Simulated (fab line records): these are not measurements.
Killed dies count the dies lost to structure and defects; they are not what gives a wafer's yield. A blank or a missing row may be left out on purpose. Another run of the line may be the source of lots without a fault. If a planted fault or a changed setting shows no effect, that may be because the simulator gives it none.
Which tool did it? ; flow n5Finfet ; 36 wafers from 12 lots sampled at 4 of the route's 1938 steps

WHAT EACH GAUGE READ, for each wafer
No reading from a measuring or inspecting step in the record can be judged against a usual standard deviation.

WHICH TOOL RAN EACH LOT (tool, then ch and the chambers of the sampled wafers, then the start)
lot;N5_BEOL_M2_SPUTTER_94;N5_PASSIVATION_PRE_CLEAN_19;N5_PASSIVATION_AL_ETCH_33;N5_PASSIVATION_PROBE_49
L326;pvdSputter-03, day 7 07:37;pvdSputter-01, day 13 00:06;rieMetal-03 ch 0,1, day 13 00:59;prober-01, day 13 06:10
L327;pvdSputter-01, day 7 11:23;pvdSputter-02, day 13 00:00;rieMetal-01 ch 0,1, day 13 00:55;prober-02, day 13 06:52
L328;pvdSputter-01, day 7 23:11;pvdSputter-01, day 13 04:02;rieMetal-03 ch 0,1, day 13 05:05;prober-01, day 13 10:09
L330;pvdSputter-01, day 8 12:11;pvdSputter-01, day 13 21:46;rieMetal-03 ch 0,1, day 13 22:40;prober-01, day 14 03:40
L336;pvdSputter-01, day 10 20:15;pvdSputter-02, day 17 07:17;rieMetal-01 ch 0,1, day 17 08:20;prober-01, day 17 13:26
L337;pvdSputter-03, day 11 02:40;pvdSputter-01, day 17 09:52;rieMetal-02 ch 0,1, day 17 10:55;prober-01, day 17 15:40
L339;pvdSputter-01, day 11 08:02;pvdSputter-01, day 17 20:33;rieMetal-02 ch 0,1, day 17 21:20;prober-02, day 18 02:06
L341;pvdSputter-02, day 11 16:07;pvdSputter-03, day 18 02:28;rieMetal-01 ch 0, day 18 03:22;prober-01, day 18 08:39
L344;pvdSputter-03, day 12 02:59;pvdSputter-03, day 18 05:52;rieMetal-03 ch 0,1, day 18 06:50;-
L345;pvdSputter-03, day 12 12:04;pvdSputter-02, day 18 14:23;rieMetal-01 ch 0,1, day 18 15:10;-
L348;pvdSputter-02, day 12 15:42;pvdSputter-03, day 19 15:34;rieMetal-03 ch 0,1, day 19 16:29;-
L347;pvdSputter-03, day 12 17:54;pvdSputter-03, day 19 12:47;rieMetal-01 ch 0,1, day 19 13:34;prober-01, day 19 18:20
- N5_BEOL_M2_SPUTTER_94: material Cu, target thk 4.5 nm, time 8.29 s.
- N5_PASSIVATION_PRE_CLEAN_19
- N5_PASSIVATION_AL_ETCH_33: etches Al in Cl2/BCl3, stops on TaN, target depth 2800 nm, time 466.7 s.
- N5_PASSIVATION_PROBE_49

WHAT THE TOOLS THEMSELVES READ (means of the sampled wafers that have a number; where no wafer has one, the mark that the record gives instead)
N5_BEOL_M2_SPUTTER_94. Usual: throttleValvePct at 29.7 %, with a standard deviation of 0.77.
lot;tool;throttleValvePct (%);flag
L326;pvdSputter-03;29.9;
L327;pvdSputter-01;28.8;
L328;pvdSputter-01;29.2;
L330;pvdSputter-01;29.5;
L336;pvdSputter-01;30.8;
L337;pvdSputter-03;29.5;
L339;pvdSputter-01;30.6;
L341;pvdSputter-02;29.8;
L344;pvdSputter-03;29.7;
L345;pvdSputter-03;29.2;
L348;pvdSputter-02;29.5;
L347;pvdSputter-03;29.4;

N5_PASSIVATION_PRE_CLEAN_19. Usual: heaterPowerW at 469 W, with a standard deviation of 45.
lot;tool;heaterPowerW (W);flag
L326;pvdSputter-01;456;
L327;pvdSputter-02;469;
L328;pvdSputter-01;476;
L330;pvdSputter-01;457;
L336;pvdSputter-02;483;
L337;pvdSputter-01;460;
L339;pvdSputter-01;423;
L341;pvdSputter-03;443;
L344;pvdSputter-03;424;
L345;pvdSputter-02;487;
L348;pvdSputter-03;475;
L347;pvdSputter-03;526;

N5_PASSIVATION_AL_ETCH_33. Usual: drypumpMotorCurrentA 5.9 A, standard deviation 0.58; mfcCl2Sccm 179.9 sccm, standard deviation 0.47; oesProductAu 0.70 a.u., standard deviation 0.061; throttleValvePct 34.20 %, standard deviation 0.16.
lot;tool;drypumpMotorCurrentA (A);mfcCl2Sccm (sccm);oesProductAu (a.u.);throttleValvePct (%);flag
L326;rieMetal-03;6.4;180.2;0.74;34.22;
L327;rieMetal-01;5.4;180.2;0.69;34.23;
L328;rieMetal-03;6.1;180.0;0.76;34.12;
L330;rieMetal-03;6.4;180.0;0.74;34.22;
L336;rieMetal-01;5.3;180.4;0.67;34.25;
L337;rieMetal-02;5.9;179.7;0.67;34.26;
L339;rieMetal-02;6.2;180.1;0.71;34.18;
L341;rieMetal-01;5.5;180.0;0.66;34.33;
L344;rieMetal-03;6.1;179.9;0.74;34.10;
L345;rieMetal-01;5.4;179.4;0.67;34.22;
L348;rieMetal-03;6.1;180.2;0.72;34.14;
L347;rieMetal-01;5.3;179.9;0.66;34.25;

N5_PASSIVATION_PROBE_49. Usual: defectLimitedYield 91.3 %, standard deviation 1.4; killed_at_M0_to_M3 34, standard deviation 10; killed_at_M4_up 14, standard deviation 5.5; killedAtContacts 12, standard deviation 6; killedAtFrontEnd 40, standard deviation 10; killedAtOther 3.0, standard deviation 2.4; killedDies 103, standard deviation 17; killedOpen 68, standard deviation 13; killedShort 34, standard deviation 7.8; sort_bin_5_function 5.1 %, standard deviation 0.97; sort_bin_6_memory 3.3 %, standard deviation 0.66; sort_bin_8_speed 0.02 %, standard deviation 0.12; sortNPass 1077, standard deviation 17; sortYieldPct 91.2 %, standard deviation 1.4.
lot;tool;defectLimitedYield (%);killed_at_M0_to_M3;killed_at_M4_up;killedAtContacts;killedAtFrontEnd;killedAtOther;killedDies;killedOpen;killedShort;sort_bin_5_function (%);sort_bin_6_memory (%);sort_bin_8_speed (%);sortNPass;sortYieldPct (%);flag
L326;prober-01;92.8;18;9;15;40;3.3;85;59;26;4.4;2.6;0.00;1095;92.8;
L327;prober-02;91.3;40;8;12;40;2.7;103;67;35;4.8;3.6;0.00;1077;91.3;
L328;prober-01;91.8;38;11;8;39;1.0;97;64;33;4.9;3.0;0.03;1083;91.7;
L330;prober-01;89.2;55;17;17;35;3.7;127;88;39;6.9;3.8;0.00;1053;89.2;
L336;prober-01;86.1;95;15;5;46;3.7;164;57;32;8.5;4.0;0.00;1016;86.1;OFF
L337;prober-01;91.6;27;9;19;43;0.7;99;69;29;5.2;2.7;0.00;1081;91.6;
L339;prober-02;85.6;113;11;6;37;2.3;169;58;21;8.7;3.7;0.00;1011;85.6;OFF
L341;prober-01;91.4;37;14;10;37;3.3;102;65;34;4.8;3.4;0.00;1078;91.4;
L347;prober-01;92.3;29;14;6;37;5.7;91;55;33;4.9;2.5;0.00;1089;92.3;

THE ANSWER, worked out from the rows above alone
Rule: a lot is off if the mean of its wafers that have a number lies more than 3 standard deviations from the usual mean. Also off: a lot with no number at a reading for which 4 or more lots have one. Where the step has rows for the other lots, those lots are counted as sound. After the gauges, taken in route order, come the tools' own readings; for these a lot's mean is taken, as printed above. The first step at which some lot is off is used, and at that step the reading that is off furthest; a lot without a number counts as furthest.
Off at N5_PASSIVATION_PROBE_49 (killed_at_M0_to_M3): L336, L339. Neither off nor sound, because the step has no rows for them: L344, L345, L348.
A tool fits if, at that step or a process step before it, it ran every lot that is off, and no sound lot after the first of them. One fits: N5_BEOL_M2_SPUTTER_94 on pvdSputter-01. A fault onset in the window from L330 (day 8 12:11, its last sound lot) to L336 (day 10 20:15, its first lot off) fits.

WHAT WAS PUT IN BY THE SIMULATOR
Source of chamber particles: pvdSputter-01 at N5_BEOL_M2_SPUTTER_94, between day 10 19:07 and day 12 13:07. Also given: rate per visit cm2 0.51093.
Shown lots that were struck: L336, L339. The rule above found the same.
